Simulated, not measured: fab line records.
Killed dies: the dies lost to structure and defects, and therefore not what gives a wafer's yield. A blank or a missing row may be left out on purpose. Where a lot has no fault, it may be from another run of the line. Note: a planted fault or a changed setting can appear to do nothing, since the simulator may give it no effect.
fab line records | flow n5Finfet
record: lots: 6 | wafers: 18 | lastDay: 18
route steps=1938 shown HKMG_FIN@428 PASSIVATION@1936
lots that met no fault: from a run of the same line without faults
startH: start of the lot's first displayed wafer, in hours after the record's first day | waitH: hours since the lot's step before | " as in the row above | L1.1+2: several wafers, shown together as one row | - value missing, or start not given | * or withheld: withheld | < > ~ a bound
route shown NAME@n: a module of which the file shows steps, and the number in the route of the first | usual: mean and standard deviation over wafers with no fault | same: alike in all rows | chamber/n: place in a boat | sites: per-site readings | _std_site: standard deviation across them | _edge_site: mean of outer sites minus mean of inner sites | radiusMm: for every site, how far away it sits from the centre of the wafer | mask NAME#n: copy n | behind: the last tool/chamber to shape the wafer | hold: why the lot went on hold/how many hours it stayed there/how the hold came to an end | device: whichever transistor did not switch (one of n, p or np) | end of line: tests run on the same wafers once the route is complete | a step without rows: its recipe alone | killed: at the first sort, the dies lost to defects and structure; wafer yield is something else | map: a wafer's dies, marking killed ones x, the rest . and places with no die _
set.NAME: the run value of the setting; set.NAME@STEP: its run value at that earlier step | model.NAME: the simulator's own value behind a step, which no gauge read
a table for each step, a row for each wafer; lots at some steps of the route
services: the hour from which a tool's chamber was out of use, counted from the record's first day as startH (under 0 if before that day), plus the number of hours and why
== steps ==
step: N5_HKMG_FIN_PEB_10
recipe: pebTempC: withheld | pebTimeS: 60 | resist: CAR-ArF
step: N5_HKMG_FIN_DEVELOP_11
recipe: developTimeS: 30 | developer: TMAH | resist: CAR-ArF | devTempC: 23 | rinseLiquid: diw | dry: airSpin
step: N5_HKMG_FIN_CD_MEAS_12
recipe: targetCdNm: 92.8 | landingEnergyEv: 500 | detector: seInlens
usual: cdNm: 93.0/0.7
lot.wafer | tool     | chamber | startH | waitH | cdNm
L346.1    | cdSem-01 | 0       | 110.47 | -     | 93.1
L346.3    | "        | 0       | "      | "     | 92.3
L346.6    | "        | 0       | "      | "     | 92.5
L349.1    | cdSem-01 | 0       | 128.04 | -     | 93.5
L349.2    | "        | 0       | "      | "     | 94.0
L349.3    | "        | 0       | "      | "     | 93.5
L356.4    | cdSem-02 | 0       | 170.79 | -     | 92.4
L356.5    | "        | 0       | "      | "     | 91.9
L356.6    | "        | 0       | "      | "     | 92.6
L359.2    | cdSem-01 | 0       | 191.74 | -     | 93.0
L359.3    | "        | 0       | "      | "     | 93.1
L359.5    | "        | 0       | "      | "     | 93.0
L363.1    | cdSem-01 | 0       | 215.24 | -     | 92.3
L363.4    | "        | 0       | "      | "     | 92.6
L363.6    | "        | 0       | "      | "     | 93.2
L362.1    | cdSem-03 | 0       | 215.98 | -     | 93.0
L362.2    | "        | 0       | "      | "     | 92.9
L362.3    | "        | 0       | "      | "     | 93.1
step: N5_HKMG_FIN_OVL_MEAS_13
recipe: pointsPerWafer: 44
usual: NWFM_OVL: 0.3/0.63
same: pointsPerWafer: 44
lot.wafer | tool       | chamber | startH | waitH | NWFM_OVL[nm]
L346.1    | overlay-02 | 0       | 110.51 | 0.0   | 0.3
L346.3    | "          | 0       | "      | "     | -0.4
L346.6    | "          | 0       | "      | "     | -0.8
L349.1    | overlay-02 | 0       | 128.07 | 0.0   | 0.5
L349.2    | "          | 0       | "      | "     | 0.3
L349.3    | "          | 0       | "      | "     | -0.7
L356.4    | overlay-02 | 0       | 170.82 | 0.0   | 0.9
L356.5    | "          | 0       | "      | "     | 0.7
L356.6    | "          | 0       | "      | "     | -0.4
L359.2    | overlay-02 | 0       | 191.77 | 0.0   | 0.8
L359.3    | "          | 0       | "      | "     | 0.7
L359.5    | "          | 0       | "      | "     | 1.1
L363.1    | overlay-01 | 0       | 215.27 | 0.0   | 1.1
L363.4    | "          | 0       | "      | "     | -0.4
L363.6    | "          | 0       | "      | "     | 0.1
L362.1    | overlay-01 | 0       | 216.01 | 0.0   | 0.3
L362.2    | "          | 0       | "      | "     | 1.0
L362.3    | "          | 0       | "      | "     | 0.0
step: N5_HKMG_FIN_INSPECT_14
recipe: mode: adi | inspectInstrument: macro
usual: rawDefectCount: 2.2/1.3
lot.wafer | tool             | chamber | startH | waitH | rawDefectCount
L346.1    | defectInspect-02 | -       | 110.53 | 0.0   | 1
L346.3    | "                | -       | "      | "     | 1
L346.6    | "                | -       | "      | "     | 2
L349.1    | defectInspect-02 | -       | 128.10 | 0.0   | 2
L349.2    | "                | -       | "      | "     | 2
L349.3    | "                | -       | "      | "     | 4
L356.4    | defectInspect-01 | -       | 170.84 | 0.0   | 2
L356.5    | "                | -       | "      | "     | 1
L356.6    | "                | -       | "      | "     | 3
L359.2    | defectInspect-01 | -       | 191.80 | 0.0   | 1
L359.3    | "                | -       | "      | "     | 1
L359.5    | "                | -       | "      | "     | 2
L363.1    | defectInspect-01 | -       | 215.29 | 0.0   | 3
L363.4    | "                | -       | "      | "     | 1
L363.6    | "                | -       | "      | "     | 1
L362.1    | defectInspect-02 | -       | 216.04 | 0.0   | 1
L362.2    | "                | -       | "      | "     | 2
L362.3    | "                | -       | "      | "     | 4
step: N5_HKMG_FIN_DESCUM_17
recipe: chemistry: O2 | timeS: 7.9 | sourcePowerW: 50 | biasPowerW: 20 | pressureMtorr: 20 | rfFrequencyHz: 2.712e+07 | tempC: 40 | resist: CAR-ArF | o2FlowSccm: 225
usual: chamberPressureMTorr: 20.001/0.021 | drypumpMotorCurrentA: 5.7/0.39 | oesProductAu: 0.83/0.095 | rfVppV: 243.4/1.3 | showerheadPlenumPTorr: 2.11/0.063 | throttleValvePct: 20.45/0.16
lot.wafer | tool       | chamber | startH | waitH | chamberPressureMTorr | drypumpMotorCurrentA | oesProductAu | rfHoursCounterH | rfVppV | showerheadPlenumPTorr | throttleValvePct
L346.1    | rieDiel-05 | 1       | 110.56 | 0.0   | 20.033               | 5.9                  | 0.97         | 9               | 242.7  | 2.04                  | 20.41
L346.3    | "          | 3       | "      | "     | 20.036               | 6.3                  | 0.70         | 217             | 246.2  | 2.14                  | 20.47
L346.6    | "          | 1       | "      | "     | 20.000               | 5.9                  | 0.97         | -               | 241.5  | 2.04                  | 20.40
L349.1    | rieDiel-01 | 3       | 128.23 | 0.1   | 20.009               | 5.6                  | 0.70         | 201             | 244.4  | 2.17                  | 20.68
L349.2    | "          | 2       | "      | "     | 20.035               | 4.9                  | 0.97         | 7               | 243.7  | 2.17                  | 20.32
L349.3    | "          | 1       | "      | "     | 19.993               | 6.1                  | 0.88         | 58              | 243.0  | 2.13                  | 20.44
L356.4    | rieDiel-01 | 1       | 171.18 | 0.3   | 19.981               | 6.1                  | 0.84         | 79              | 244.0  | 2.12                  | 20.46
L356.5    | "          | 2       | "      | "     | 20.010               | 4.9                  | 0.93         | -               | 243.5  | 2.16                  | 20.34
L356.6    | "          | 3       | "      | "     | 20.010               | 5.6                  | 0.70         | -               | 243.1  | 2.17                  | 20.70
L359.2    | rieDiel-01 | 1       | 191.83 | 0.0   | 19.983               | 6.1                  | 0.84         | 86              | 243.6  | 2.12                  | 20.49
L359.3    | "          | 2       | "      | "     | 19.996               | 4.9                  | 0.92         | 32              | 244.3  | 2.16                  | 20.36
L359.5    | "          | 0       | "      | "     | 19.988               | 5.4                  | 0.86         | -               | 244.3  | 2.14                  | 20.41
L363.1    | rieDiel-05 | 0       | 215.33 | 0.0   | 19.996               | 5.7                  | 0.79         | 110             | 243.6  | 2.11                  | 20.14
L363.4    | "          | 1       | "      | "     | 20.027               | 5.9                  | 0.89         | 49              | 243.8  | 2.03                  | 20.46
L363.6    | "          | 3       | "      | "     | 19.949               | 6.3                  | 0.95         | -               | 243.8  | 2.13                  | 20.22
L362.1    | rieDiel-01 | 1       | 216.08 | 0.0   | 19.989               | 6.1                  | 0.83         | 95              | 243.4  | 2.11                  | 20.49
L362.2    | "          | 3       | "      | "     | 19.990               | 5.6                  | 0.68         | 236             | 244.3  | 2.16                  | 20.74
L362.3    | "          | 2       | "      | "     | 20.000               | 4.9                  | 0.90         | 41              | 244.0  | 2.15                  | 20.36
step: N5_HKMG_FIN_ETCH_31
recipe: chemistry: CF4 | target: SiARC | targetDepthA: 455 | maskMaterial: CAR-ArF | timeS: 75.8 | ionEnergyEv: 80 | pressureMtorr: 40 | sourceW: 545 | biasW: 36 | Ar_flow_sccm: 100 | cf4FlowSccm: 100 | ends: cleared
usual: chamberPressureMTorr: 40.00/0.038 | drypumpMotorCurrentA: 5.7/0.39 | etchRfOnTimeS: 74.7/1.3 | oesProductAu: 0.71/0.083 | rfVppV: 184.2/1 | showerheadPlenumPTorr: 2.15/0.056 | throttleValvePct: 15.56/0.21
lot.wafer | tool       | chamber | startH | waitH | chamberPressureMTorr | drypumpMotorCurrentA | etchRfOnTimeS | oesProductAu | rfHoursCounterH | rfVppV | showerheadPlenumPTorr | throttleValvePct
L346.1    | rieDiel-05 | 1       | 110.60 | 0.0   | 40.07                | 5.9                  | 74.5          | 0.83         | 9               | 184.4  | 2.09                  | 15.48
L346.3    | "          | 3       | "      | "     | 40.03                | 6.3                  | 73.8          | 0.60         | 217             | 183.1  | 2.20                  | 15.77
L346.6    | "          | 1       | "      | "     | 39.99                | 5.9                  | 74.6          | 0.82         | -               | 183.1  | 2.09                  | 15.47
L349.1    | rieDiel-01 | 3       | 128.27 | 0.0   | 39.96                | 5.6                  | 75.6          | 0.60         | 201             | 184.1  | 2.21                  | 15.84
L349.2    | "          | 2       | "      | "     | 40.00                | 4.9                  | 73.6          | 0.84         | 7               | 185.1  | 2.18                  | 15.20
L349.3    | "          | 1       | "      | "     | 40.02                | 6.1                  | 73.8          | 0.75         | 58              | 186.8  | 2.18                  | 15.57
L356.4    | rieDiel-01 | 1       | 171.22 | 0.0   | 40.00                | 6.1                  | 75.3          | 0.72         | 79              | 185.6  | 2.17                  | 15.62
L356.5    | "          | 2       | "      | "     | 39.98                | 4.9                  | 74.3          | 0.81         | -               | 183.1  | 2.17                  | 15.22
L356.6    | "          | 3       | "      | "     | 39.92                | 5.6                  | 76.7          | 0.58         | -               | 184.8  | 2.21                  | 15.89
L359.2    | rieDiel-01 | 1       | 191.86 | 0.0   | 40.01                | 6.1                  | 73.3          | 0.72         | 86              | 184.3  | 2.17                  | 15.62
L359.3    | "          | 2       | "      | "     | 40.03                | 4.9                  | 72.9          | 0.79         | 32              | 183.9  | 2.17                  | 15.25
L359.5    | "          | 0       | "      | "     | 40.01                | 5.4                  | 73.6          | 0.74         | -               | 183.7  | 2.16                  | 15.43
L363.1    | rieDiel-05 | 0       | 215.36 | 0.0   | 39.94                | 5.8                  | 74.4          | 0.67         | 110             | 183.7  | 2.16                  | 15.29
L363.4    | "          | 1       | "      | "     | 39.99                | 5.9                  | 74.5          | 0.75         | 49              | 183.5  | 2.07                  | 15.56
L363.6    | "          | 3       | "      | "     | 40.07                | 6.3                  | 73.9          | 0.82         | -               | 185.1  | 2.19                  | 15.37
L362.1    | rieDiel-01 | 1       | 216.11 | 0.0   | 40.01                | 6.1                  | 74.2          | 0.71         | 95              | 183.1  | 2.16                  | 15.64
L362.2    | "          | 3       | "      | "     | 39.98                | 5.6                  | 77.0          | 0.57         | 236             | 183.4  | 2.20                  | 15.90
L362.3    | "          | 2       | "      | "     | 40.01                | 4.9                  | 74.9          | 0.77         | 41              | 184.1  | 2.16                  | 15.26
step: N5_HKMG_FIN_ETCH_32
recipe: chemistry: N2/H2 | target: SOC | targetDepthA: 2400 | tempC: 40 | timeS: 300 | ionEnergyEv: 200 | maskMaterial: SiARC | pressureMtorr: 30 | sourceW: 840 | biasW: 150 | n2FlowSccm: 200 | h2FlowSccm: 200
usual: chamberPressureMTorr: 29.992/0.027 | drypumpMotorCurrentA: 5.7/0.4 | oesProductAu: 0.83/0.099 | rfVppV: 524.4/1.9 | showerheadPlenumPTorr: 2.56/0.074 | tempC: 40.01/0.12 | throttleValvePct: 17.81/0.18
lot.wafer | tool       | chamber | startH | waitH | chamberPressureMTorr | drypumpMotorCurrentA | oesProductAu | rfHoursCounterH | rfVppV | showerheadPlenumPTorr | tempC | throttleValvePct
L346.1    | rieDiel-05 | 1       | 110.65 | 0.0   | 29.995               | 5.9                  | 0.97         | 9               | 521.9  | 2.48                  | 40.07 | 17.81
L346.3    | "          | 3       | "      | "     | 29.993               | 6.3                  | 0.70         | 218             | 525.9  | 2.64                  | 39.95 | 18.07
L346.6    | "          | 1       | "      | "     | 29.907               | 5.8                  | 0.96         | -               | 522.2  | 2.48                  | 40.07 | 17.80
L349.1    | rieDiel-01 | 3       | 128.32 | 0.0   | 30.014               | 5.6                  | 0.70         | 201             | 526.4  | 2.62                  | 39.98 | 18.01
L349.2    | "          | 2       | "      | "     | 29.991               | 4.9                  | 1.01         | 7               | 526.1  | 2.61                  | 40.02 | 17.58
L349.3    | "          | 1       | "      | "     | 30.013               | 6.1                  | 0.88         | 59              | 523.7  | 2.56                  | 39.97 | 17.70
L356.4    | rieDiel-01 | 1       | 171.27 | 0.0   | 29.992               | 6.2                  | 0.85         | 79              | 525.5  | 2.55                  | 39.97 | 17.72
L356.5    | "          | 2       | "      | "     | 30.023               | 4.9                  | 0.95         | -               | 523.8  | 2.60                  | 39.79 | 17.61
L356.6    | "          | 3       | "      | "     | 29.963               | 5.6                  | 0.69         | -               | 526.3  | 2.62                  | 40.14 | 18.04
L359.2    | rieDiel-01 | 1       | 191.92 | 0.0   | 30.008               | 6.2                  | 0.84         | 86              | 524.2  | 2.55                  | 40.05 | 17.75
L359.3    | "          | 2       | "      | "     | 30.030               | 4.9                  | 0.94         | 32              | 525.0  | 2.60                  | 40.09 | 17.64
L359.5    | "          | 0       | "      | "     | 30.007               | 5.4                  | 0.86         | -               | 525.0  | 2.56                  | 39.86 | 17.62
L363.1    | rieDiel-05 | 0       | 215.42 | 0.0   | 30.046               | 5.7                  | 0.78         | 110             | 524.4  | 2.58                  | 40.10 | 17.64
L363.4    | "          | 1       | "      | "     | 29.976               | 5.9                  | 0.88         | 49              | 521.6  | 2.46                  | 40.02 | 17.86
L363.6    | "          | 3       | "      | "     | 30.033               | 6.3                  | 0.95         | -               | 525.5  | 2.62                  | 39.91 | 17.76
L362.1    | rieDiel-01 | 1       | 216.17 | 0.0   | 30.045               | 6.1                  | 0.82         | 95              | 525.9  | 2.55                  | 39.89 | 17.77
L362.2    | "          | 3       | "      | "     | 29.975               | 5.6                  | 0.68         | 236             | 526.1  | 2.61                  | 40.00 | 18.06
L362.3    | "          | 2       | "      | "     | 30.011               | 4.9                  | 0.92         | 41              | 525.3  | 2.59                  | 39.93 | 17.66
step: N5_HKMG_FIN_STRIP_33
recipe: chemistry: N2/H2 | tempC: 40 | n2FlowSccm: 200 | h2FlowSccm: 200 | rfFrequencyHz: 6e+07
step: N5_HKMG_FIN_STRIP_34
recipe: chemistry: CF4 | resist: SiARC | powerW: 300 | biasPowerW: 75 | pressureMtorr: 50 | cf4FlowSccm: 150 | rfFrequencyHz: 6e+07
usual: chamberPressureMTorr: 50.00/0.045 | drypumpMotorCurrentA: 5.7/0.39 | oesProductAu: 0.82/0.09 | rfVppV: 271.3/1.3 | showerheadPlenumPTorr: 1.81/0.047 | throttleValvePct: 13.53/0.23
lot.wafer | tool       | chamber | startH | waitH | chamberPressureMTorr | drypumpMotorCurrentA | oesProductAu | rfHoursCounterH | rfVppV | showerheadPlenumPTorr | throttleValvePct
L346.1    | rieDiel-05 | 1       | 110.84 | 0.0   | 49.98                | 5.9                  | 0.94         | 9               | 271.5  | 1.75                  | 13.42
L346.3    | "          | 3       | "      | "     | 49.90                | 6.3                  | 0.69         | 218             | 271.6  | 1.84                  | 13.77
L346.6    | "          | 1       | "      | "     | 50.05                | 5.9                  | 0.93         | -               | 269.8  | 1.75                  | 13.41
L349.1    | rieDiel-01 | 3       | 128.51 | 0.0   | 49.98                | 5.6                  | 0.69         | 201             | 271.5  | 1.86                  | 13.83
L349.2    | "          | 2       | "      | "     | 49.96                | 4.9                  | 0.96         | 7               | 270.3  | 1.81                  | 13.10
L349.3    | "          | 1       | "      | "     | 49.97                | 6.1                  | 0.85         | 59              | 272.1  | 1.82                  | 13.49
L356.4    | rieDiel-01 | 1       | 171.46 | 0.0   | 50.02                | 6.1                  | 0.82         | 79              | 272.0  | 1.82                  | 13.55
L356.5    | "          | 2       | "      | "     | 50.06                | 4.9                  | 0.92         | -               | 273.2  | 1.81                  | 13.13
L356.6    | "          | 3       | "      | "     | 50.03                | 5.6                  | 0.68         | -               | 271.3  | 1.85                  | 13.87
L359.2    | rieDiel-01 | 1       | 192.11 | 0.0   | 49.96                | 6.1                  | 0.82         | 86              | 271.1  | 1.82                  | 13.58
L359.3    | "          | 2       | "      | "     | 50.03                | 4.9                  | 0.90         | 32              | 271.7  | 1.81                  | 13.18
L359.5    | "          | 0       | "      | "     | 50.04                | 5.4                  | 0.85         | -               | 270.7  | 1.82                  | 13.44
L363.1    | rieDiel-05 | 0       | 215.61 | 0.0   | 50.03                | 5.7                  | 0.77         | 110             | 271.7  | 1.80                  | 13.22
L363.4    | "          | 1       | "      | "     | 49.99                | 5.9                  | 0.86         | 49              | 268.7  | 1.74                  | 13.52
L363.6    | "          | 3       | "      | "     | 50.01                | 6.3                  | 0.94         | -               | 271.8  | 1.83                  | 13.31
L362.1    | rieDiel-01 | 1       | 216.36 | 0.0   | 49.91                | 6.1                  | 0.81         | 95              | 269.8  | 1.81                  | 13.61
L362.2    | "          | 3       | "      | "     | 50.04                | 5.6                  | 0.67         | 236             | 271.8  | 1.85                  | 13.92
L362.3    | "          | 2       | "      | "     | 50.01                | 4.9                  | 0.88         | 41              | 271.7  | 1.80                  | 13.19
step: N5_HKMG_FIN_ETCH_35
recipe: chemistry: N2/H2 | target: SOC | targetDepthA: 2158 | ionEnergyEv: 65 | biasW: 5 | sourceW: 3000 | timeS: 243.4 | pressureMtorr: 30 | n2FlowSccm: 200 | h2FlowSccm: 200
usual: chamberPressureMTorr: 29.999/0.029 | drypumpMotorCurrentA: 5.7/0.39 | oesProductAu: 0.83/0.099 | rfVppV: 141.9/0.99 | showerheadPlenumPTorr: 2.56/0.076 | throttleValvePct: 17.82/0.18
lot.wafer | tool       | chamber | startH | waitH | chamberPressureMTorr | drypumpMotorCurrentA | oesProductAu | rfHoursCounterH | rfVppV | showerheadPlenumPTorr | throttleValvePct
L346.1    | rieDiel-05 | 1       | 110.86 | 0.0   | 29.961               | 5.9                  | 0.96         | 9               | 140.7  | 2.48                  | 17.79
L346.3    | "          | 3       | "      | "     | 29.983               | 6.2                  | 0.70         | 218             | 141.5  | 2.64                  | 18.06
L346.6    | "          | 1       | "      | "     | 30.039               | 5.9                  | 0.96         | -               | 141.0  | 2.48                  | 17.80
L349.1    | rieDiel-01 | 3       | 128.53 | 0.0   | 30.009               | 5.6                  | 0.70         | 201             | 142.7  | 2.62                  | 18.00
L349.2    | "          | 2       | "      | "     | 29.935               | 4.9                  | 1.00         | 7               | 142.2  | 2.61                  | 17.59
L349.3    | "          | 1       | "      | "     | 29.977               | 6.1                  | 0.88         | 59              | 143.3  | 2.56                  | 17.69
L356.4    | rieDiel-01 | 1       | 171.48 | 0.0   | 29.950               | 6.1                  | 0.85         | 79              | 142.7  | 2.55                  | 17.75
L356.5    | "          | 2       | "      | "     | 29.957               | 4.9                  | 0.95         | -               | 142.2  | 2.60                  | 17.61
L356.6    | "          | 3       | "      | "     | 29.951               | 5.6                  | 0.69         | -               | 141.8  | 2.62                  | 18.04
L359.2    | rieDiel-01 | 1       | 192.13 | 0.0   | 30.012               | 6.1                  | 0.84         | 87              | 142.1  | 2.55                  | 17.73
L359.3    | "          | 2       | "      | "     | 30.020               | 4.9                  | 0.93         | 32              | 142.8  | 2.60                  | 17.64
L359.5    | "          | 0       | "      | "     | 30.027               | 5.4                  | 0.87         | -               | 141.7  | 2.56                  | 17.63
L363.1    | rieDiel-05 | 0       | 215.63 | 0.0   | 29.996               | 5.7                  | 0.78         | 110             | 140.9  | 2.58                  | 17.65
L363.4    | "          | 1       | "      | "     | 30.000               | 5.9                  | 0.87         | 49              | 139.9  | 2.46                  | 17.88
L363.6    | "          | 3       | "      | "     | 30.018               | 6.3                  | 0.96         | -               | 142.0  | 2.62                  | 17.77
L362.1    | rieDiel-01 | 1       | 216.38 | 0.0   | 29.952               | 6.1                  | 0.83         | 95              | 142.2  | 2.54                  | 17.77
L362.2    | "          | 3       | "      | "     | 29.995               | 5.6                  | 0.67         | 236             | 140.9  | 2.61                  | 18.06
L362.3    | "          | 2       | "      | "     | 29.980               | 4.9                  | 0.92         | 41              | 142.1  | 2.59                  | 17.65
step: N5_HKMG_FIN_STRIP_92
recipe: chemistry: N2/H2 | material: SOC | timeS: 20 | powerW: 500 | tempC: 40 | pressureMtorr: 50 | rfFrequencyHz: 6e+07 | biasPowerW: 8 | h2Frac: 0.5 | n2FlowSccm: 300 | h2FlowSccm: 300
step: N5_HKMG_FIN_WET_ETCH_18
recipe: chemistry: SC1 | target: TiN | mix: 1:1:5 | tempC: * | timeS: 55 | targetDepthNm: 5.2 | dry: ipaMarangoni | rinseTimeS: 30 | rinseTempC: 23
usual: bathGuardTempC: * | diwFlowMLMin: 1071.7/3 | h2o2FlowMLMin: 214.4/0.65 | tempC: *
lot.wafer | tool        | chamber | startH | waitH | bathGuardTempC | diwFlowMLMin | h2o2FlowMLMin | tempC
L346.1    | wetBench-06 | 4       | 111.10 | 0.1   | *              | 1070.6       | 214.0         | *
L346.3    | "           | 5       | "      | "     | *              | 1075.4       | 214.7         | *
L346.6    | "           | 7       | "      | "     | *              | 1074.0       | 214.3         | *
L349.1    | wetBench-05 | 4       | 128.76 | 0.1   | *              | 1071.8       | 214.4         | *
L349.2    | "           | 7       | "      | "     | *              | 1067.1       | 215.4         | *
L349.3    | "           | 3       | "      | "     | *              | 1070.1       | 215.5         | *
L356.4    | wetBench-06 | 0       | 171.72 | 0.1   | *              | 1069.7       | 213.7         | *
L356.5    | "           | 4       | "      | "     | *              | 1072.0       | 214.6         | *
L356.6    | "           | 3       | "      | "     | *              | 1069.4       | 215.0         | *
L359.2    | wetBench-06 | 0       | 192.36 | 0.1   | *              | 1069.1       | 214.3         | *
L359.3    | "           | 6       | "      | "     | *              | 1074.3       | 216.3         | *
L359.5    | "           | 7       | "      | "     | *              | 1070.4       | 213.2         | *
L363.1    | wetBench-05 | 6       | 215.86 | 0.1   | *              | 1073.5       | 214.5         | *
L363.4    | "           | 1       | "      | "     | *              | 1075.5       | 214.3         | *
L363.6    | "           | 5       | "      | "     | *              | 1074.0       | 215.0         | *
L362.1    | wetBench-05 | 7       | 216.61 | 0.1   | *              | 1071.9       | 214.9         | *
L362.2    | "           | 5       | "      | "     | *              | 1074.0       | 214.2         | *
L362.3    | "           | 0       | "      | "     | *              | 1074.4       | 214.2         | *
step: N5_HKMG_FIN_STRIP_19
recipe: chemistry: N2/H2 | powerW: 2500 | tempC: 300 | h2Frac: 0.65 | timeS: 360 | pressureMtorr: withheld | n2FlowSccm: 1750 | h2FlowSccm: 3250
step: N5_PASSIVATION_PROBE_49
usual: killed_at_M0_to_M3: 31/11 | killed_at_M4_up: 14/5.1 | killedAtContacts: 12/5.6 | killedAtFrontEnd: 42/12 | killedAtOther: 3.8/2.9 | killedDies: 103/18 | killedOpen: 67/14 | killedShort: 33/8
same: grossDies: 1180 | killedAtBackSide: 0
lot.wafer | tool      | chamber | startH | waitH | killed_at_M0_to_M3 | killed_at_M4_up | killedAtContacts | killedAtFrontEnd | killedAtOther | killedDies | killedOpen | killedShort
L346.1    | prober-01 | -       | 331.47 | 0.0   | 41                 | 30              | 9                | 55               | 3             | 138        | 102        | 34
L346.3    | prober-01 | -       | 331.57 | 0.1   | 26                 | 15              | 7                | 67               | 2             | 117        | 84         | 30
L346.6    | prober-01 | -       | 331.72 | 0.3   | 27                 | 13              | 13               | 34               | 2             | 89         | 70         | 19
L349.1    | prober-02 | -       | 349.71 | 2.4   | 27                 | 13              | 11               | 46               | 4             | 101        | 69         | 28
L349.2    | prober-02 | -       | 349.76 | 2.5   | 18                 | 19              | 4                | 42               | 5             | 88         | 45         | 42
L349.3    | prober-02 | -       | 349.81 | 2.5   | 26                 | 19              | 11               | 41               | 2             | 99         | 62         | 36
L356.4    | prober-02 | -       | 384.37 | 0.2   | 27                 | 18              | 6                | 38               | 7             | 96         | 58         | 35
L356.5    | prober-02 | -       | 384.42 | 0.2   | 42                 | 10              | 9                | 50               | 3             | 114        | 65         | 37
L356.6    | prober-02 | -       | 384.47 | 0.3   | 54                 | 16              | 9                | 36               | 4             | 119        | 73         | 41
killed by level:class
L346.1 STI_FIN_REVEAL:geometricParticle:open=22 BEOL_M4:geometricParticle:open=19 BEOL_M0_SAQP:geometricParticle:open=10 MOL_CONTACT_COAG:geometricParticle:open=9 BEOL_M3:geometricParticle:open=9 BEOL_M2:geometricParticle:open=7 GATE_CUT:geometricParticle:short=6 STARTING-WAFER:geometricParticle:short=5
L346.3 STI_FIN_REVEAL:geometricParticle:open=30 BEOL_M1:geometricParticle:open=10 GATE_CUT:geometricParticle:short=9 BEOL_M4:geometricParticle:open=8 STI_FIN_REVEAL:geometricParticle:short=5 BEOL_M2:geometricParticle:open=5 MOL_CONTACT_COAG:geometricParticle:open=5 GATE_CUT:geometricParticle:open=4
L346.6 STI_FIN_REVEAL:geometricParticle:open=14 MOL_CONTACT_COAG:geometricParticle:open=12 BEOL_M0_SAQP:geometricParticle:open=9 BEOL_M1:geometricParticle:open=7 BEOL_M4:geometricParticle:open=5 BEOL_M3:geometricParticle:open=5 BEOL_M8:geometricParticle:open=4 GATE_CUT:geometricParticle:short=4
L349.1 FIN_SAQP:geometricParticle:open=13 MOL_CONTACT_COAG:geometricParticle:open=10 FIN_SAQP:geometricParticle:short=9 BEOL_M2:geometricParticle:open=7 BEOL_M3:geometricParticle:open=6 GATE_CUT:geometricParticle:short=5 BEOL_M3:geometricParticle:short=4 STI_FIN_REVEAL:geometricParticle:open=3
L349.2 FIN_SAQP:geometricParticle:open=12 FIN_SAQP:geometricParticle:short=9 BEOL_M4:geometricParticle:short=5 BEOL_M1:geometricParticle:open=5 GATE_CUT:geometricParticle:short=5 BEOL_M5:geometricParticle:open=5 ILD0:geometricParticle:short=4 BEOL_M2:geometricParticle:open=4
L349.3 FIN_SAQP:geometricParticle:open=13 FIN_SAQP:geometricParticle:short=11 MOL_CONTACT_COAG:geometricParticle:open=10 BEOL_M0_SAQP:geometricParticle:short=10 BEOL_M5:geometricParticle:open=6 BEOL_M4:geometricParticle:short=5 STI_FIN_REVEAL:geometricParticle:open=4 BEOL_M0_SAQP:geometricParticle:open=4
L356.4 BEOL_M0_SAQP:geometricParticle:short=11 GATE_CUT:geometricParticle:short=8 STI_FIN_REVEAL:geometricParticle:open=7 BEOL_M0_SAQP:geometricParticle:open=7 BEOL_M5:geometricParticle:open=7 FIN_SAQP:geometricParticle:open=5 MOL_CONTACT_COAG:geometricParticle:open=5 PASS1_CAP:geometricParticle:open=5
L356.5 HKMG_FIN:areaEtch=10 FIN_SAQP:geometricParticle:short=8 STI_FIN_REVEAL:geometricParticle:open=8 BEOL_M0_SAQP:geometricParticle:short=8 BEOL_M1:geometricParticle:open=7 MOL_CONTACT_COAG:geometricParticle:open=7 BEOL_M3:geometricParticle:open=6 FIN_SAQP:geometricParticle:open=5
L356.6 BEOL_M0_SAQP:geometricParticle:short=17 BEOL_M0_SAQP:geometricParticle:open=14 BEOL_M1:geometricParticle:open=8 STI_FIN_REVEAL:geometricParticle:open=8 MOL_CONTACT_COAG:geometricParticle:open=7 DUMMY_GATE:geometricParticle:open=5 FIN_SAQP:geometricParticle:open=4 BEOL_M1:geometricParticle:short=4
== services ==
tool        | chamber | startH | hours | kind
rieDiel-05  | 1       | 89.71  | 3.3   | repair
rieDiel-01  | 2       | 128.72 | 2.3   | repair
wetBench-06 | -       | 138.05 | 2.8   | repair
rieDiel-05  | 3       | 194.37 | -     | clean
rieDiel-05  | 3       | 194.37 | -     | consumableReplace:focusRing
rieDiel-05  | 3       | 194.37 | 13.7  | scheduledDown
rieDiel-05  | 3       | 194.37 | 13.7  | ventCycle
== key ==
firstSign: step: N5_HKMG_FIN_WET_ETCH_18 | reading: tempC | direction: down | sigmas: 32 | usual: * | struck: *
effect: step: N5_HKMG_FIN_WET_ETCH_18 | reading: bathGuardTempC | direction: down | sigmas: 6.2 | usual: * | struck: *
metAt N5_HKMG_FIN_WET_ETCH_18
struckWafers L356.4,L356.5,L356.6,L359.2,L359.3,L359.5
rowsEnd L359.3
testerLeftOut L356,L359
baselineLoss: step: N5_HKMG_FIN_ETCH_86 | wafers: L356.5
onsetBetween 111.10 171.72
fault: kind: processParameterDrift | tool: wetBench-06 | chamber: - | onsetH: 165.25 | steps: N5_HKMG_FIN_WET_ETCH_18 | channel: tempC | offset: * | shape: step | endH: 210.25 | actsIn: * | stated: *
testerLeftOut: of these lots the tester's yield and bins aren't shown, on N5 and GAA mostly nor the transistor test; their killed dies are dies lost to structure and defects alone, not to doping, threshold or leakage, so they don't give the yield
rowsEnd: these wafers met a further fault down the route, and their rows from its step on are left out
baselineLoss: these wafers lose ten dies or more at that step, a loss of the line's own and not of a fault; the sort's usual values leave them out
